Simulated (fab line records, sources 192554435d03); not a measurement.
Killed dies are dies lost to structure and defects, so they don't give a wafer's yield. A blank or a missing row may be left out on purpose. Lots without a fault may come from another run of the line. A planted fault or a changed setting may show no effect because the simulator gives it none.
Chamber matching | flow n5_finfet | N5_BEOL_M0_SAQP_ETCH_106 on rie_diel-06: 4 sister chambers
The step etches SOC in N2/H2, stops on SiNx, target depth 150 nm. 4 wafers are shown with their chamber, then 8 later ones without.

WAFERS WITH THEIR CHAMBER
wafer  | chamber | drypump_motor_current_A (A)
L085.4 | 2       | 6.4
L085.6 | 1       | 5.2
L086.2 | 3       | 5.2
L089.2 | 0       | 6.4

WAFERS WITHOUT THEIR CHAMBER
wafer  | drypump_motor_current_A (A)
L089.4 | 6.4
L089.5 | 5.2
L093.3 | 6.4
L093.5 | 5.2
L093.6 | 6.4
L095.1 | 6.4
L095.4 | 6.5
L095.6 | 6.4

WHICH CHAMBER EACH WENT THROUGH
wafer  | from the rows above     | in truth
L089.4 | can't be placed: 0 or 2 | 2
L089.5 | can't be placed: 1 or 3 | 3
L093.3 | can't be placed: 0 or 2 | 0
L093.5 | can't be placed: 1 or 3 | 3
L093.6 | can't be placed: 0 or 2 | 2
L095.1 | can't be placed: 0 or 2 | 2
L095.4 | can't be placed: 0 or 2 | 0
L095.6 | can't be placed: 0 or 2 | 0
Placed correctly: 0 of 8. Can't be placed from these rows: 8 (the true chamber is among the candidates in 8). Placed wrongly: 0.
How it was worked out, from the rows above alone: a wafer's distance from a chamber is the root of the sum, over the readings, of the square of ((its reading less the chamber's mean) divided by the reading's scatter). The wafer belongs to the nearest chamber; if the next one is less than 2 further off, it can't be placed. A chamber's mean is the mean of its shown wafers. The scatter: with one shown wafer a chamber, the root of the mean of the squares of how far each hidden wafer lies from its nearest shown one.
